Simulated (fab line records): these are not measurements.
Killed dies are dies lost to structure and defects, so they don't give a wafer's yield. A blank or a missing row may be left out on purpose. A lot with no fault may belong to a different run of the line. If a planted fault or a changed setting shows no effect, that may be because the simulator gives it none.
What tool caused it?    flow nandHarc    6 lots with 18 wafers sampled at 5 steps, on a route of 1159 steps

## WHAT THE GAUGES READ, wafer by wafer
NHARC_END_SORT_01.
lot   measured      on         killedAtArray
L159  day 22 05:32  prober-02  671 676 673
L170  day 24 23:37  prober-02  26 22 20

## WHICH TOOL RAN EACH LOT (tool, then ch and the chambers of the sampled wafers, then the start)
lot   NHARC_A_SLIT_ETCH_17             NHARC_A_WL_FILL_ETCHBACK_05       NHARC_A_WL_FILL_ALD_10           NHARC_A_WL_FILL_CMP_12
L152  harEtch-01 ch 0,1, day 15 01:59  rieMetal-02 ch 1, day 15 19:28    aldHk-03 ch 1,2,3, day 15 22:08  cmp-03 ch 0,1,3, day 16 13:40
L153  harEtch-01 ch 0,1, day 16 07:02  rieMetal-03 ch 0,1, day 16 21:19  aldHk-04 ch 0,1, day 17 02:43    cmp-02 ch 0,1, day 17 18:02
L156  harEtch-02 ch 0,1, day 16 21:00  rieMetal-03 ch 0,1, day 17 11:26  aldHk-01 ch 2,3, day 17 16:55    cmp-02 ch 0,3, day 18 08:45
L159  harEtch-01 ch 0,1, day 17 03:55  rieMetal-03 ch 0,1, day 17 20:41  aldHk-01 ch 0,1,2, day 18 02:27  cmp-04 ch 0,1,2, day 18 16:36
L163  harEtch-02 ch 0,1, day 18 13:55  rieMetal-01 ch 0,1, day 19 03:31  aldHk-04 ch 0,1,3, day 19 09:49  cmp-04 ch 0,3, day 20 04:32
L170  harEtch-01 ch 0,1, day 20 03:58  rieMetal-01 ch 0,1, day 20 18:23  aldHk-03 ch 0,1,3, day 21 03:49  cmp-02 ch 2,3, day 21 18:07
- NHARC_A_SLIT_ETCH_17: etches the open film in C4F8/O2/Ar, time 1687.5 s, target depth 10100 nm.
- NHARC_A_WL_FILL_ETCHBACK_05: etches the open film in Cl2/BCl3, target depth 22 nm, time 60 s.
- NHARC_A_WL_FILL_ALD_10: deposits SiO2, target thk 50 nm, pulse time 10 s, ald cycles 500.
- NHARC_A_WL_FILL_CMP_12: polishes, t overpolish 30 s, target thk 75 nm.

## THE ANSWER, worked out from the rows above alone
Rule: usual is defined by the lots themselves. Put in order of their means at a reading, lots are off if they are a third of the lots or fewer, leave a main group of 4 or more, and stand apart from it by a gap of 3 or more times the standard deviation of the main group's means; of several such gaps the widest counts. The tables above print the reading to a certain number of digits; a main group whose means all agree to those digits is not used. Also off: a lot with no number at a reading for which 4 or more lots have one. Any other lot the step has rows for is counted as sound.
No lot is off on any of the readings shown, so nothing can be concluded from this.

## WHAT THE SIMULATOR PUT IN
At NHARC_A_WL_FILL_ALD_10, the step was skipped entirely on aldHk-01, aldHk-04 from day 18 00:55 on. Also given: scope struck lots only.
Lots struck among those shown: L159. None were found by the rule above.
